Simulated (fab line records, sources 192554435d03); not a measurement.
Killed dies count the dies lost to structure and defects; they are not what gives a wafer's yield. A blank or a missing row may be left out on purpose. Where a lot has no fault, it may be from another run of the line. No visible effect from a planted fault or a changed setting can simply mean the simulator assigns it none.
Matching of chambers -- flow n5_finfet -- rie_diel-04 running N5_FIN_SAQP_ETCH_69: 4 sister chambers
The step etches SOC in N2/H2, stops on SiNx, target depth 150 nm. 8 wafers are shown with their chamber, then 8 later ones without.

EACH WAFER AND ITS CHAMBER
wafer,chamber,showerhead_plenum_p_Torr (Torr),drypump_motor_current_A (A)
L080.4,0,2.72,5.4
L081.1,1,2.62,5.7
L081.2,2,2.61,5.7
L081.6,2,2.61,5.7
L083.3,1,2.62,5.8
L083.4,0,2.71,5.4
L083.5,3,2.60,5.5
L088.1,3,2.60,5.5

WAFERS MISSING THEIR CHAMBER
wafer,showerhead_plenum_p_Torr (Torr),drypump_motor_current_A (A)
L088.4,2.60,5.7
L088.5,2.71,5.4
L091.1,2.61,5.7
L091.4,2.60,5.7
L091.5,2.71,5.4
L093.3,2.61,5.8
L093.5,2.61,5.8
L093.6,2.71,5.4

THE CHAMBER EACH PASSED THROUGH
wafer,from the rows above,in truth
L088.4,2,2
L088.5,0,0
L091.1,2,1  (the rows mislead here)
L091.4,2,2
L091.5,0,0
L093.3,can't be placed: 2 or 1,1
L093.5,can't be placed: 2 or 1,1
L093.6,0,0
Correct placement for 5 of the 8. Unplaceable from these rows: 2, with the true chamber sitting among the candidates in 2. Wrongly placed: 1.
How it was worked out, from the rows above alone: a wafer's distance from a chamber is the root of the sum, over the readings, of the square of ((its reading less the chamber's mean) divided by the reading's scatter). If the next closest chamber is less than 2 further off than the closest, the wafer can't be placed; otherwise it belongs to the closest. For every chamber, the mean is computed from those of its wafers that are shown. How the scatter is found: for the shown wafers, subtract from each reading the mean of its chamber, square and add these, divide the total by (wafers less chambers), then take the root.
